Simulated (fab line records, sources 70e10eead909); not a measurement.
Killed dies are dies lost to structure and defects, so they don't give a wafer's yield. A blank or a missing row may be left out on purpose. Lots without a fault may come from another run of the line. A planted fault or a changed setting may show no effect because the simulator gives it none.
fab line records | flow nand_harc
record lots=14 wafers=38 last_day=33
route steps=1302 shown A_CHANNEL_FILL_D1@501 A_DECK1_JOINT@530 A_ONON_D2@546 END@1302
lots that met no fault: from a run of the same line without faults
start_h: hours from the record's first day to the start of the lot's first wafer shown | wait_h: hours since the lot's step before | " the same as in the row above | L1.1+2: a row that stands for several wafers | - no value, or no start given | * or withheld: withheld | < > ~ a bound
route shown NAME@n: a module of which the file shows steps, and the number in the route of the first | usual: mean/standard deviation of fault-free wafers | same: alike in all rows | chamber/n: place in a boat | sites: the reading at each site | _std_site: their standard deviation | _edge_site: outer sites' mean less inner sites' | radius_mm: how far each site lies from the wafer's centre | mask NAME#n: copy n | behind: the tool/chamber that last shaped the wafer | hold: why the lot was held/for how many hours/how that ended | device: the transistor (n, p or np) that didn't switch | end of line: the same wafers' tests at the end of the route | a step without rows: its recipe alone | killed: dies lost to structure and defects at the first sort, not the wafer's yield | map: a wafer's dies, x killed, . not, _ none there
set.NAME: the setting as run; set.NAME@STEP: as run at that earlier step | model.NAME: the simulator's own value behind a step, which no gauge read
steps of the route over a sample of lots; a table a step, a row a wafer
services: from which hour (start_h, from the record's first day; less than 0 if before it) a tool's chamber was out of use, for how many hours, and why
## steps
# step NHARC_A_CHANNEL_FILL_D1_STRIP_28
# recipe time_s=20 o2_flow_sccm=500 ar_flow_sccm=0 bias_w=0 chemistry=O2
# usual drypump_motor_current_A=5.8/0.47 oes_product_au=0.998/0.011 rf_vpp_V=57.7/0.79 showerhead_plenum_p_Torr=3.55/0.16 throttle_valve_pct=17.037/0.0084
# columns lot.wafer tool chamber start_h wait_h drypump_motor_current_A oes_product_au rf_hours_counter_h rf_vpp_V showerhead_plenum_p_Torr throttle_valve_pct
L181.4 rie_diel-05 1 211.03 0.1 6.0 0.986 8.4 57.0 3.36 17.037
L181.3 " 2 " " 5.2 0.998 8.0 58.0 3.70 17.044
L181.5 " 0 " " 5.6 1.004 - 56.9 3.47 17.030
L182.1 rie_diel-09 2 226.33 0.1 5.2 1.020 4.0 58.8 3.78 17.035
L182.3 " 3 " " 6.3 0.992 3.6 58.0 3.69 17.016
L182.5 " 2 " " 5.2 1.013 - 58.5 3.78 17.048
L184.1 rie_diel-05 3 241.35 0.1 6.0 1.000 0.0 57.5 3.55 17.034
L184.2 " 2 " " 5.2 1.007 0.0 57.3 3.70 17.027
L184.5 " 3 " " 6.0 0.997 - 57.4 3.55 17.024
L185.2 rie_diel-09 2 241.38 0.1 5.2 1.011 5.2 59.9 3.78 17.026
L185.1 " 3 " " 6.3 0.988 4.8 57.8 3.69 17.039
L185.5 " 1 " " 5.2 0.999 - 58.6 3.67 17.039
L186.3 rie_diel-01 0 260.99 0.1 5.8 1.005 2.5 58.0 3.38 17.050
L186.1 " 1 " " 6.7 0.999 1.8 57.6 3.32 17.055
L186.5 " 0 " " 5.8 1.007 - 58.1 3.38 17.041
L188.2 rie_diel-09 3 291.92 0.1 6.3 0.990 8.5 57.4 3.69 17.041
L188.4 " 0 " " 6.5 0.995 8.9 57.2 3.74 17.034
L188.5 " 2 " " 5.2 1.022 - 58.1 3.78 17.045
L190.1 rie_diel-01 1 297.55 0.1 6.7 0.989 3.7 57.7 3.32 17.028
L190.3 " 0 " " 5.8 1.004 4.7 57.9 3.38 17.037
L190.6 " 1 " " 6.7 0.994 - 58.3 3.32 17.018
L191.2 rie_diel-01 1 317.55 0.1 6.7 0.990 4.6 56.9 3.32 17.021
L191.5 " 2 " " 5.9 1.000 - 57.9 3.30 17.036
L191.6 " 3 " " 5.7 0.984 - 57.4 3.74 17.035
L192.5 rie_diel-05 2 323.41 0.1 5.2 1.006 - 57.1 3.70 17.032
L193.1 rie_diel-01 0 331.32 0.1 5.8 0.998 6.8 57.6 3.37 17.028
L196.2 rie_diel-05 2 359.77 0.1 5.2 0.989 3.9 57.4 3.70 17.035
L196.4 " 3 " " 6.0 0.988 6.6 57.8 3.55 17.045
L196.6 " 0 " " 5.6 0.990 - 57.4 3.47 17.021
L202.1 rie_diel-05 2 428.87 0.1 5.2 1.004 0.2 57.4 3.70 17.032
L202.2 " 1 " " 6.0 0.981 0.2 57.4 3.36 17.053
L202.6 " 3 " " 6.0 1.010 - 57.3 3.55 17.054
L203.1 rie_diel-01 1 444.39 0.1 6.7 1.001 3.9 57.2 3.32 17.033
L203.2 " 2 " " 5.9 1.001 3.8 56.9 3.30 17.056
L203.5 " 1 " " 6.7 1.005 - 57.5 3.32 17.045
L204.3 rie_diel-05 3 444.40 0.1 6.0 1.001 0.8 58.1 3.55 17.028
L204.1 " 1 " " 6.0 0.989 0.9 57.5 3.36 17.029
L204.4 " 1 " " 6.0 0.983 - 57.0 3.36 17.036
# step NHARC_A_CHANNEL_FILL_D1_CMP_10
# recipe target_thk_nm=150
# usual motor_current_A=12.0/0.77 time_to_endpoint_s=15.9/2.2
# columns lot.wafer tool chamber start_h wait_h motor_current_A time_to_endpoint_s
L181.4 cmp-04 3 235.02 0.4 11.5 17.1
L181.3 " 0 " " 12.2 17.6
L181.5 " 0 " " 11.8 17.9
L182.1 cmp-04 2 249.40 0.4 12.0 16.3
L182.3 " 1 " " 14.0 12.1
L182.5 " 3 " " 10.9 16.1
L184.1 cmp-02 1 265.70 0.4 12.3 16.3
L184.2 " 0 " " 12.5 16.3
L184.5 " 1 " " 12.4 14.0
L185.1 cmp-03 3 268.54 0.4 11.5 14.3
L185.2 " 1 " " 11.8 12.1
L185.5 " 2 " " 11.2 15.4
L186.3 cmp-02 1 284.04 0.4 11.5 15.0
L186.1 " 2 " " 11.6 17.6
L186.5 " 1 " " 11.2 19.1
L188.4 cmp-03 3 318.87 0.4 11.5 16.4
L188.2 " 0 " " 12.8 13.3
L188.5 " 3 " " 10.8 17.0
L190.1 cmp-03 1 321.81 0.4 11.4 16.8
L190.3 " 2 " " 11.8 14.0
L190.6 " 3 " " 10.6 13.6
L191.2 cmp-03 2 341.09 0.4 11.8 17.6
L191.6 " 2 " " 12.0 16.3
L191.5 " 3 " " 11.4 16.9
L192.5 cmp-04 0 349.98 0.5 11.2 16.1
L193.1 cmp-04 1 354.60 0.4 13.1 19.3
L196.2 cmp-02 2 383.10 0.4 11.3 19.5
L196.4 " 3 " " 12.1 20.4
L196.6 " 0 " " 13.0 20.0
L202.1 cmp-02 3 457.45 0.4 12.1 15.2
L202.2 " 0 " " 12.8 14.7
L202.6 " 3 " " 11.3 18.6
L203.2 cmp-03 2 467.74 0.4 12.0 13.8
L203.1 " 0 " " 11.9 12.8
L203.5 " 2 " " 12.5 14.3
L204.4 cmp-03 3 472.34 0.4 11.8 14.9
L204.3 " 0 " " 11.9 11.2
L204.1 " 1 " " 11.8 12.6
# step NHARC_A_DECK1_JOINT_ETCHBACK_00
# recipe target_depth_a=300 time_s=17.4 hbr_flow_sccm=150 rf_w=350 icp_w=350 bias_w=60 chemistry=HBr
# usual drypump_motor_current_A=5.8/0.33 oes_product_au=1.001/0.0096 run_length_s=38.6/0.46 throttle_valve_pct=23.266/0.0088
# columns lot.wafer tool chamber start_h wait_h drypump_motor_current_A oes_product_au rf_hours_counter_h run_length_s throttle_valve_pct
L181.3 rie_si-03 2 246.18 0.1 5.6 1.011 0.13 38.8 23.251
L181.4 " 3 " " 5.7 1.026 0.09 37.9 23.263
L181.5 " 2 " " 5.6 1.014 - 39.0 23.271
L182.3 rie_si-01 1 260.40 0.1 6.3 0.999 0.35 38.0 23.269
L182.1 " 2 " " 5.7 0.997 0.40 39.3 23.263
L182.5 " 0 " " 6.2 0.989 - 38.7 23.253
L184.1 rie_si-01 1 276.83 0.1 6.3 0.994 0.43 38.6 23.263
L184.2 " 0 " " 6.2 0.998 0.51 38.9 23.274
L184.5 " 1 " " 6.3 1.004 - 38.0 23.276
L185.2 rie_si-06 1 279.66 0.1 6.2 1.003 0.19 38.6 23.270
L185.1 " 2 " " 5.6 1.004 0.11 38.4 23.276
L185.5 " 0 " " 5.3 1.004 - 38.9 23.262
L186.3 rie_si-06 2 295.18 0.1 5.6 0.998 0.21 38.9 23.264
L186.1 " 3 " " 5.5 1.014 0.17 39.0 23.258
L186.5 " 2 " " 5.6 1.003 - 38.4 23.258
L188.2 rie_si-01 0 330.50 0.1 6.2 0.987 0.81 38.9 23.288
L188.4 " 2 " " 5.7 0.986 0.73 38.8 23.266
L188.5 " 0 " " 6.2 0.986 - 38.7 23.259
L190.3 rie_si-06 2 333.08 0.1 5.6 0.997 0.46 38.8 23.272
L190.1 " 3 " " 5.5 1.012 0.32 38.6 23.274
L190.6 " 0 " " 5.3 1.016 - 39.8 23.262
L191.2 rie_si-06 1 352.19 0.1 6.2 1.006 0.72 38.3 23.272
L191.5 " 2 " " 5.6 1.003 - 38.8 23.262
L191.6 " 3 " " 5.5 1.000 - 38.7 23.273
L192.5 rie_si-06 0 361.00 0.1 5.4 1.002 - 42.0 23.262
L193.1 rie_si-06 0 365.73 0.1 5.3 1.007 0.69 42.6 23.257
L196.2 rie_si-01 1 398.94 0.1 6.3 0.983 0.07 37.9 23.268
L196.4 " 2 " " 5.7 0.982 0.12 38.7 23.261
L196.6 " 0 " " 6.2 0.995 - 39.0 23.268
L202.1 rie_si-01 3 468.52 0.1 6.2 0.985 0.60 39.0 23.264
L202.2 " 0 " " 6.2 0.999 0.50 38.7 23.267
L202.6 " 3 " " 6.2 0.997 - 38.1 23.266
L203.2 rie_si-03 2 481.63 0.1 5.6 1.003 0.20 38.4 23.266
L203.1 " 1 " " 6.2 0.992 0.78 38.9 23.266
L203.5 " 2 " " 5.6 1.000 - 38.9 23.277
L204.1 rie_si-06 0 481.64 0.1 5.3 1.010 0.23 39.5 23.265
L204.4 " 1 " " 6.2 1.006 0.32 38.6 23.273
L204.3 " 2 " " 5.6 1.006 0.38 38.4 23.248
# step NHARC_A_ONON_D2_THK_MEAS_02
# recipe thk_meas_gauge=ellipsometry
# usual thk_nm=997/9
# columns lot.wafer tool chamber start_h wait_h thk_nm
L181.3 film_metro-01 - 270.55 - 999
L181.4 " - " " 997
L181.5 " - " " 998
L182.1 film_metro-01 - 284.46 - 1008
L182.3 " - " " 1007
L182.5 " - " " 1007
L185.1 film_metro-02 - 305.60 - 1009
L185.2 " - " " 1008
L185.5 " - " " 1008
L184.1 film_metro-01 - 305.61 - 999
L184.2 " - " " 999
L184.5 " - " " 997
L186.1 film_metro-02 - 325.57 - 994
L186.3 " - " " 995
L186.5 " - " " 994
L190.1 film_metro-01 - 361.09 - 978
L190.3 " - " " 979
L190.6 " - " " 980
L188.2 film_metro-01 - 361.27 - 1006
L188.4 " - " " 1006
L188.5 " - " " 1007
L191.2 film_metro-02 - 388.62 - 995
L191.5 " - " " 995
L191.6 " - " " 995
L192.5 film_metro-01 - 388.78 - 990
L193.1 film_metro-01 - 392.04 - 990
L196.2 film_metro-01 - 431.52 - 996
L196.4 " - " " 997
L196.6 " - " " 996
L202.1 film_metro-01 - 489.67 - 1000
L202.2 " - " " 1001
L202.6 " - " " 1001
L203.1 film_metro-02 - 503.34 - 998
L203.2 " - " " 1000
L203.5 " - " " 999
L204.1 film_metro-01 - 503.35 - 990
L204.3 " - " " 992
L204.4 " - " " 992
# step NHARC_END_SORT_01
# recipe temp_c=25
# usual killed_at_array=59/19 killed_at_other=1.0/1.1 killed_at_periphery=3.8/2.4 killed_dies=64/19 killed_open=3.3/2 killed_short=2.4/1.6
# same gross_dies=677
# columns lot.wafer tool chamber start_h wait_h killed_at_array killed_at_other killed_at_periphery killed_dies killed_open killed_short
L190.1 prober-01 0 654.61 2.5 84 0 4 88 2 3
L190.3 prober-01 0 656.18 3.1 79 0 2 81 4 4
L190.6 prober-01 0 658.53 3.9 74 0 0 74 1 0
L188.2 prober-02 0 670.21 2.8 33 1 2 36 5 3
L188.4 prober-02 0 671.81 3.4 21 0 2 23 2 1
L188.5 prober-02 0 672.61 3.7 31 1 3 35 3 4
L192.5 prober-01 0 680.86 3.7 65 2 1 68 0 2
L193.1 prober-02 0 693.15 2.5 112 1 2 115 2 4
L202.1 prober-01 0 771.46 2.5 41 2 2 45 1 3
L202.2 prober-01 0 772.25 2.8 47 1 2 50 5 1
L202.6 prober-01 0 775.44 4.0 32 2 7 41 4 4
L204.1 prober-02 0 786.76 2.5 63 0 4 67 4 2
L204.3 prober-02 0 788.35 3.1 59 1 4 64 3 3
L204.4 prober-02 0 789.15 3.4 50 2 6 58 6 2
# killed by level:class
L190.1 A_CHANNEL_HOLE_D1:chamber_film_flake=29 A_SLIT:chamber_film_flake=25 A_CHANNEL_HOLE_D2:chamber_film_flake=10 A_CONTACT:chamber_film_flake=8 A_BONDPAD:chamber_film_flake=4 A_STAIRCASE:chamber_film_flake=3 P_GATE:geometric_particle:open=1 P_BONDPAD:geometric_particle:short=1
L190.3 A_CHANNEL_HOLE_D1:chamber_film_flake=28 A_SLIT:chamber_film_flake=23 A_CHANNEL_HOLE_D2:chamber_film_flake=10 A_STAIRCASE:chamber_film_flake=4 A_M1:geometric_particle:short=2 A_CONTACT:chamber_film_flake=2 A_SGD_CUT:chamber_film_flake=2 A_WL_FILL:chamber_film_flake=2
L190.6 A_SLIT:chamber_film_flake=28 A_CHANNEL_HOLE_D1:chamber_film_flake=23 A_CONTACT:chamber_film_flake=7 A_CHANNEL_HOLE_D2:chamber_film_flake=6 A_STAIRCASE:chamber_film_flake=3 A_SGD_CUT:chamber_film_flake=3 A_BONDPAD:chamber_film_flake=3 A_CHANNEL_HOLE_D1:geometric_particle:open=1
L188.2 A_CHANNEL_HOLE_D2:chamber_film_flake=16 A_STAIRCASE:chamber_film_flake=4 A_CONTACT:chamber_film_flake=3 A_ONON_D1:geometric_particle:short=2 P_M0:geometric_particle:open=1 A_CHANNEL_FILL_D1:geometric_particle:open=1 A_CHANNEL_FILL_D2:geometric_particle:open=1 A_WL_FILL:geometric_particle:open=1
L188.4 A_CHANNEL_HOLE_D2:chamber_film_flake=12 A_CONTACT:chamber_film_flake=5 A_CHANNEL_HOLE_D1:chamber_film_flake=2 P_CONTACT:geometric_particle:open=1 P_CONTACT:geometric_particle:short=1 A_CHANNEL_FILL_D1:geometric_particle:open=1 A_SLIT:chamber_film_flake=1
L188.5 A_CHANNEL_HOLE_D2:chamber_film_flake=14 A_CHANNEL_HOLE_D1:chamber_film_flake=9 A_CONTACT:chamber_film_flake=3 A_M0:geometric_particle:open=2 P_GATE:geometric_particle:short=1 P_M0:geometric_particle:open=1 P_M2:geometric_particle:short=1 A_ONON_D1:geometric_particle:short=1
L192.5 A_CHANNEL_HOLE_D1:chamber_film_flake=35 A_CHANNEL_HOLE_D2:chamber_film_flake=16 A_CONTACT:chamber_film_flake=4 A_SLIT:chamber_film_flake=3 A_ONON_D2:geometric_particle:short=1 STARTING-WAFER:geometric_particle:short=1 P_GATE:chamber_film_flake=1 A_ZERO_WELL:chamber_film_flake=1
L193.1 A_SLIT:chamber_film_flake=40 A_CHANNEL_HOLE_D1:chamber_film_flake=38 A_CHANNEL_HOLE_D2:chamber_film_flake=22 A_CONTACT:chamber_film_flake=3 A_ONON_D1:geometric_particle:short=1 A_ONON_D2:geometric_particle:open=1 A_CHANNEL_FILL_D2:geometric_particle:short=1 A_BLC:geometric_particle:short=1
L202.1 A_SLIT:chamber_film_flake=27 A_DECK1_JOINT:chamber_film_flake=4 A_CONTACT:chamber_film_flake=3 A_ONON_D2:geometric_particle:short=2 A_M1:chamber_film_flake=2 A_ONON_D2:geometric_particle:open=1 P_STI:chamber_film_flake=1 P_GATE:chamber_film_flake=1
L202.2 A_SLIT:chamber_film_flake=29 A_CONTACT:chamber_film_flake=6 A_M1:chamber_film_flake=5 A_ONON_D2:geometric_particle:open=2 A_ONON_D1:geometric_particle:open=1 A_ONON_D1:geometric_particle:short=1 A_CHANNEL_HOLE_D1:geometric_particle:open=1 A_CHANNEL_FILL_D2:geometric_particle:open=1
L202.6 A_SLIT:chamber_film_flake=24 A_CONTACT:chamber_film_flake=3 P_M0:geometric_particle:short=2 THIN_TSV:chamber_film_flake=2 P_GATE:geometric_particle:open=1 P_M0:geometric_particle:open=1 P_M2:geometric_particle:short=1 A_ONON_D1:geometric_particle:short=1
L204.1 A_SLIT:chamber_film_flake=38 A_CHANNEL_HOLE_D1:chamber_film_flake=14 A_CONTACT:chamber_film_flake=3 P_ZERO_WELL:chamber_film_flake=2 P_GATE:geometric_particle:open=1 A_DECK1_JOINT:geometric_particle:open=1 A_ONON_D2:geometric_particle:open=1 A_ONON_D2:geometric_particle:short=1
L204.3 A_SLIT:chamber_film_flake=28 A_CHANNEL_HOLE_D1:chamber_film_flake=18 A_CONTACT:chamber_film_flake=6 A_BLC:geometric_particle:open=2 P_ZERO_WELL:chamber_film_flake=2 P_STI:chamber_film_flake=2 A_WL_FILL:geometric_particle:short=1 A_CONTACT:geometric_particle:open=1
L204.4 A_SLIT:chamber_film_flake=28 A_CHANNEL_HOLE_D1:chamber_film_flake=9 P_M0:chamber_film_flake=3 A_STAIRCASE:chamber_film_flake=3 A_CONTACT:chamber_film_flake=3 A_CHANNEL_FILL_D1:geometric_particle:open=2 THIN_TSV:chamber_film_flake=2 P_M0:geometric_particle:open=1
## services
# columns tool chamber start_h hours kind
rie_si-01 - 193.00 9.0 pm
rie_diel-01 - 203.80 9.0 pm
rie_diel-05 - 229.60 9.0 pm
cmp-03 - 230.25 6.0 repair
rie_si-01 0 231.24 5.7 repair
rie_si-06 - 249.00 9.0 pm
cmp-03 - 260.14 4.0 pm
rie_si-01 - 266.64 0.9 repair
rie_diel-05 2 271.08 36.8 repair
cmp-03 - 274.19 1.3 repair
rie_diel-05 - 306.70 0.5 repair
rie_diel-05 0 322.67 2.9 repair
cmp-03 - 343.34 1.6 repair
rie_si-01 0 352.50 1.3 repair
rie_diel-05 - 354.56 0.4 repair
cmp-03 - 356.85 1.6 repair
cmp-03 - 358.46 4.0 pm
rie_si-01 - 370.00 9.0 pm
cmp-03 - 371.44 1.4 repair
rie_diel-05 3 371.59 10.0 repair
rie_diel-05 - 406.60 9.0 pm
rie_si-06 - 426.00 9.0 pm
rie_diel-05 2 439.92 6.4 repair
cmp-03 - 456.46 4.0 pm
## key
first_sign step=NHARC_A_DECK1_JOINT_ETCHBACK_00 reading=run_length_s direction=up sigmas=7.9 usual=* struck=*
effect none on later readings
met_at NHARC_A_DECK1_JOINT_ETCHBACK_00
struck_lots L192,L193
struck_wafers L192.5,L193.1
tester_left_out L192,L193
not_acting_at NHARC_A_CHANNEL_FILL_D1_STRIP_28,NHARC_A_CHANNEL_FILL_D1_CMP_10,NHARC_A_ONON_D2_THK_MEAS_02
onset_between 352.19 361.00
fault kind=process_parameter_drift tool=rie_si-06 chamber=0 onset_h=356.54 steps=NHARC_A_DECK1_JOINT_ETCHBACK_00 channel=time_s offset=* shape=step end_h=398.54 acts_in=* stated=*
# tester_left_out: of these lots the tester's yield and bins aren't shown, on N5 and GAA mostly nor the transistor test; their killed dies are dies lost to structure and defects alone, not to doping, threshold or leakage, so they don't give the yield
